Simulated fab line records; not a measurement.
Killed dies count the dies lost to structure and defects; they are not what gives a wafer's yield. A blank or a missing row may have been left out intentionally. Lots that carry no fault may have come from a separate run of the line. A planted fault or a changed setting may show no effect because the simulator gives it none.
Matching of chambers    flow nandHarc    NHARC_A_M0_CMP_23 on cmp-02 has 4 sister chambers
The step polishes, t overpolish 20 s, target thk 113.75 nm. 8 wafers are shown with their chamber, then 12 later ones without.

== WAFERS WITH THEIR CHAMBER ==
wafer   chamber  motorCurrentA (A)  timeToEndpointS (s)
L080.1  1        10.8               25.1
L086.5  0        11.9               23.1
L087.2  1        10.9               27.3
L087.5  2        10.8               29.2
L087.6  3        12.8               26.7
L089.1  0        11.8               29.4
L089.2  2        11.0               31.2
L089.5  3        12.6               26.7

== WAFERS WITHOUT THEIR CHAMBER ==
wafer   motorCurrentA (A)  timeToEndpointS (s)
L093.1  11.2               27.9
L093.2  10.3               24.9
L093.6  11.8               25.5
L095.2  11.1               30.7
L095.4  13.0               29.3
L095.5  11.7               29.3
L096.2  11.5               28.4
L096.3  10.7               29.6
L096.4  12.6               30.0
L097.1  11.6               32.7
L097.3  12.9               29.9
L097.6  13.3               30.5

== CHAMBER TAKEN BY EACH ==
wafer    from the rows above       in truth
L093.1   can't be placed: 2 or 1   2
L093.2   can't be placed: 1 or 2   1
L093.6   0                         0
L095.2   can't be placed: 2 or 1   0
L095.4   3                         3
L095.5   0                         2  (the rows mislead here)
L096.2   0                         0
L096.3   can't be placed: 2 or 1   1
L096.4   3                         3
L097.1   0                         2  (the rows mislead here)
L097.3   3                         3
L097.6   3                         3
Correct placement for 6 of the 12. Can't be placed from these rows: 4 (the true chamber is among the candidates in 3). Wrongly placed: 2.
How it was worked out, from the rows above alone: a wafer's distance from a chamber is the root of the sum, over the readings, of the square of ((its reading less the chamber's mean) divided by the reading's scatter). If the next closest chamber is less than 2 further off than the closest, the wafer can't be placed; otherwise it belongs to the closest. The mean given for a chamber averages the wafers shown for that chamber. The scatter is the square root of a quotient: the sum, over the shown wafers, of each reading's squared deviation from its chamber's mean, divided by wafers minus chambers.
